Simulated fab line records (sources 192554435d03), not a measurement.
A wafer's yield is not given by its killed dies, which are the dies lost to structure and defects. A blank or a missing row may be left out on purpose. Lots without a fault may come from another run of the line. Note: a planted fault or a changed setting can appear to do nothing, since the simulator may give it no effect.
Chamber matching / flow n5-finfet / 4 sister chambers for N5_HKMG_FIN_ETCH_58 on rie-diel-05
The step etches SOC in N2/H2, target depth 215.8 nm, time 741 s. 27 wafers are shown with their chamber, then 12 later ones without.

== WAFERS WITH THEIR CHAMBER ==
wafer=L074.1; chamber=2; throttle-valve-pct (%)=17.89; showerhead-plenum-p-Torr (Torr)=2.52; oes-product-au (a.u.)=0.70
wafer=L074.2; chamber=1; throttle-valve-pct (%)=17.31; showerhead-plenum-p-Torr (Torr)=2.59; oes-product-au (a.u.)=0.88
wafer=L074.3; chamber=0; throttle-valve-pct (%)=17.72; showerhead-plenum-p-Torr (Torr)=2.67; oes-product-au (a.u.)=0.82
wafer=L074.4; chamber=0; throttle-valve-pct (%)=17.73; showerhead-plenum-p-Torr (Torr)=2.68; oes-product-au (a.u.)=0.81
wafer=L074.5; chamber=1; throttle-valve-pct (%)=17.31; showerhead-plenum-p-Torr (Torr)=2.59; oes-product-au (a.u.)=0.88
wafer=L074.6; chamber=2; throttle-valve-pct (%)=17.89; showerhead-plenum-p-Torr (Torr)=2.52; oes-product-au (a.u.)=0.71
wafer=L075.1; chamber=2; throttle-valve-pct (%)=17.90; showerhead-plenum-p-Torr (Torr)=2.52; oes-product-au (a.u.)=0.72
wafer=L075.2; chamber=1; throttle-valve-pct (%)=17.31; showerhead-plenum-p-Torr (Torr)=2.59; oes-product-au (a.u.)=0.88
wafer=L075.3; chamber=0; throttle-valve-pct (%)=17.74; showerhead-plenum-p-Torr (Torr)=2.67; oes-product-au (a.u.)=0.82
wafer=L075.4; chamber=2; throttle-valve-pct (%)=17.90; showerhead-plenum-p-Torr (Torr)=2.52; oes-product-au (a.u.)=0.71
wafer=L075.5; chamber=1; throttle-valve-pct (%)=17.30; showerhead-plenum-p-Torr (Torr)=2.59; oes-product-au (a.u.)=0.88
wafer=L075.6; chamber=0; throttle-valve-pct (%)=17.72; showerhead-plenum-p-Torr (Torr)=2.67; oes-product-au (a.u.)=0.82
wafer=L078.2; chamber=1; throttle-valve-pct (%)=17.32; showerhead-plenum-p-Torr (Torr)=2.59; oes-product-au (a.u.)=0.88
wafer=L078.4; chamber=0; throttle-valve-pct (%)=17.75; showerhead-plenum-p-Torr (Torr)=2.67; oes-product-au (a.u.)=0.81
wafer=L078.5; chamber=1; throttle-valve-pct (%)=17.33; showerhead-plenum-p-Torr (Torr)=2.59; oes-product-au (a.u.)=0.88
wafer=L079.1; chamber=3; throttle-valve-pct (%)=17.95; showerhead-plenum-p-Torr (Torr)=2.51; oes-product-au (a.u.)=0.98
wafer=L079.2; chamber=1; throttle-valve-pct (%)=17.33; showerhead-plenum-p-Torr (Torr)=2.59; oes-product-au (a.u.)=0.87
wafer=L079.3; chamber=0; throttle-valve-pct (%)=17.74; showerhead-plenum-p-Torr (Torr)=2.67; oes-product-au (a.u.)=0.81
wafer=L079.4; chamber=2; throttle-valve-pct (%)=17.91; showerhead-plenum-p-Torr (Torr)=2.51; oes-product-au (a.u.)=0.70
wafer=L079.5; chamber=2; throttle-valve-pct (%)=17.91; showerhead-plenum-p-Torr (Torr)=2.51; oes-product-au (a.u.)=0.70
wafer=L079.6; chamber=3; throttle-valve-pct (%)=17.96; showerhead-plenum-p-Torr (Torr)=2.51; oes-product-au (a.u.)=0.98
wafer=L084.2; chamber=2; throttle-valve-pct (%)=17.92; showerhead-plenum-p-Torr (Torr)=2.51; oes-product-au (a.u.)=0.69
wafer=L084.4; chamber=0; throttle-valve-pct (%)=17.77; showerhead-plenum-p-Torr (Torr)=2.67; oes-product-au (a.u.)=0.79
wafer=L084.6; chamber=3; throttle-valve-pct (%)=17.98; showerhead-plenum-p-Torr (Torr)=2.50; oes-product-au (a.u.)=0.92
wafer=L086.1; chamber=1; throttle-valve-pct (%)=17.35; showerhead-plenum-p-Torr (Torr)=2.58; oes-product-au (a.u.)=0.85
wafer=L086.3; chamber=0; throttle-valve-pct (%)=17.76; showerhead-plenum-p-Torr (Torr)=2.66; oes-product-au (a.u.)=0.78
wafer=L086.5; chamber=1; throttle-valve-pct (%)=17.34; showerhead-plenum-p-Torr (Torr)=2.58; oes-product-au (a.u.)=0.84

SIGNATURES (averages over the wafers above)
reading=throttle-valve-pct; chamber 0=17.7413; chamber 1=17.3222; chamber 2=17.9029; chamber 3=17.9633; scatter within a chamber=0.0157
reading=showerhead-plenum-p-Torr; chamber 0=2.6700; chamber 1=2.5878; chamber 2=2.5157; chamber 3=2.5067; scatter within a chamber=0.00508
reading=oes-product-au; chamber 0=0.8075; chamber 1=0.8711; chamber 2=0.7043; chamber 3=0.9600; scatter within a chamber=0.0167
Rule: a wafer's distance from a chamber is the root of the sum, over the readings, of the square of ((its reading less the chamber's mean) divided by the reading's scatter). The wafer belongs to the nearest chamber; if the next one is less than 2 further off, it can't be placed. How the scatter is found: for the shown wafers, subtract from each reading the mean of its chamber, square and add these, divide the total by (wafers less chambers), then take the root.

== WAFERS MISSING THEIR CHAMBER ==
wafer=L089.3; throttle-valve-pct (%)=17.94; showerhead-plenum-p-Torr (Torr)=2.51; oes-product-au (a.u.)=0.69
wafer=L089.4; throttle-valve-pct (%)=17.36; showerhead-plenum-p-Torr (Torr)=2.58; oes-product-au (a.u.)=0.84
wafer=L089.5; throttle-valve-pct (%)=17.36; showerhead-plenum-p-Torr (Torr)=2.58; oes-product-au (a.u.)=0.84
wafer=L095.2; throttle-valve-pct (%)=18.02; showerhead-plenum-p-Torr (Torr)=2.49; oes-product-au (a.u.)=0.87
wafer=L095.4; throttle-valve-pct (%)=17.37; showerhead-plenum-p-Torr (Torr)=2.57; oes-product-au (a.u.)=0.82
wafer=L095.6; throttle-valve-pct (%)=18.02; showerhead-plenum-p-Torr (Torr)=2.49; oes-product-au (a.u.)=0.86
wafer=L096.1; throttle-valve-pct (%)=18.02; showerhead-plenum-p-Torr (Torr)=2.49; oes-product-au (a.u.)=0.86
wafer=L096.2; throttle-valve-pct (%)=17.80; showerhead-plenum-p-Torr (Torr)=2.65; oes-product-au (a.u.)=0.78
wafer=L096.3; throttle-valve-pct (%)=17.50; showerhead-plenum-p-Torr (Torr)=2.50; oes-product-au (a.u.)=0.94
wafer=L096.4; throttle-valve-pct (%)=17.40; showerhead-plenum-p-Torr (Torr)=2.57; oes-product-au (a.u.)=0.81
wafer=L096.5; throttle-valve-pct (%)=17.39; showerhead-plenum-p-Torr (Torr)=2.57; oes-product-au (a.u.)=0.82
wafer=L096.6; throttle-valve-pct (%)=17.49; showerhead-plenum-p-Torr (Torr)=2.50; oes-product-au (a.u.)=0.94

== CHAMBER TAKEN BY EACH ==
wafer=L089.3; from the rows above=2; in truth=2
wafer=L089.4; from the rows above=1; in truth=1
wafer=L089.5; from the rows above=1; in truth=1
wafer=L095.2; from the rows above=3; in truth=3
wafer=L095.4; from the rows above=1; in truth=1
wafer=L095.6; from the rows above=3; in truth=3
wafer=L096.1; from the rows above=3; in truth=3
wafer=L096.2; from the rows above=0; in truth=0
wafer=L096.3; from the rows above=1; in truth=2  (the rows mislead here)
wafer=L096.4; from the rows above=1; in truth=1
wafer=L096.5; from the rows above=1; in truth=1
wafer=L096.6; from the rows above=1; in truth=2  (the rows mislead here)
Correct placement for 10 of the 12. Can't be placed from these rows: 0. 2 placed wrongly.
